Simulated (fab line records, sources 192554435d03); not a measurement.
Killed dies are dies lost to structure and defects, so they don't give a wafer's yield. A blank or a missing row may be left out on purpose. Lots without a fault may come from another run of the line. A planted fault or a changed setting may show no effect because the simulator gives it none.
Chamber matching | flow n5_finfet | N5_BEOL_M0_CUTY_DESCUM_61 on rie_diel-04: 4 sister chambers
The step chemistry O2, time 7.9 s. 16 wafers are shown with their chamber, then 8 later ones without.

WAFERS WITH THEIR CHAMBER
wafer  | chamber | throttle_valve_pct (%) | drypump_motor_current_A (A) | oes_product_au (a.u.)
L076.1 | 0       | 20.36                  | 5.5                         | 0.75
L076.2 | 3       | 20.70                  | 5.6                         | 0.88
L076.5 | 3       | 20.71                  | 5.7                         | 0.89
L087.2 | 1       | 20.33                  | 6.1                         | 0.85
L087.3 | 0       | 20.40                  | 5.5                         | 0.74
L087.4 | 3       | 20.74                  | 5.6                         | 0.84
L088.2 | 0       | 20.38                  | 5.5                         | 0.75
L088.5 | 0       | 20.39                  | 5.5                         | 0.75
L088.6 | 1       | 20.35                  | 6.1                         | 0.85
L090.1 | 2       | 20.55                  | 5.8                         | 0.68
L090.2 | 1       | 20.38                  | 6.1                         | 0.85
L090.3 | 3       | 20.73                  | 5.7                         | 0.85
L091.2 | 2       | 20.54                  | 5.9                         | 0.67
L091.4 | 3       | 20.76                  | 5.6                         | 0.85
L091.5 | 1       | 20.36                  | 6.1                         | 0.83
L092.1 | 0       | 20.40                  | 5.5                         | 0.75

SIGNATURES (means of the wafers above)
reading                 | chamber 0 | chamber 1 | chamber 2 | chamber 3 | scatter within a chamber
throttle_valve_pct      | 20.3860   | 20.3550   | 20.5450   | 20.7280   | 0.0199
drypump_motor_current_A | 5.500     | 6.100     | 5.850     | 5.640     | 0.0376
oes_product_au          | 0.7480    | 0.8450    | 0.6750    | 0.8620    | 0.0139
Rule: a wafer's distance from a chamber is the root of the sum, over the readings, of the square of ((its reading less the chamber's mean) divided by the reading's scatter). The wafer belongs to the nearest chamber; if the next one is less than 2 further off, it can't be placed. The scatter: the root of (the sum of the squares of (reading less its chamber's mean) over the shown wafers, divided by (wafers less chambers)).

WAFERS WITHOUT THEIR CHAMBER
wafer  | throttle_valve_pct (%) | drypump_motor_current_A (A) | oes_product_au (a.u.)
L092.4 | 20.38                  | 6.1                         | 0.84
L092.6 | 20.56                  | 5.9                         | 0.68
L093.1 | 20.76                  | 5.7                         | 0.83
L093.3 | 20.37                  | 6.1                         | 0.84
L093.5 | 20.42                  | 5.5                         | 0.73
L097.2 | 20.41                  | 6.1                         | 0.83
L097.3 | 20.42                  | 5.5                         | 0.73
L097.6 | 20.76                  | 5.6                         | 0.83

WHICH CHAMBER EACH WENT THROUGH
wafer  | from the rows above | in truth
L092.4 | 1                   | 1
L092.6 | 2                   | 2
L093.1 | 3                   | 3
L093.3 | 1                   | 1
L093.5 | 0                   | 0
L097.2 | 1                   | 1
L097.3 | 0                   | 0
L097.6 | 3                   | 3
Placed correctly: 8 of 8. Can't be placed from these rows: 0. Placed wrongly: 0.
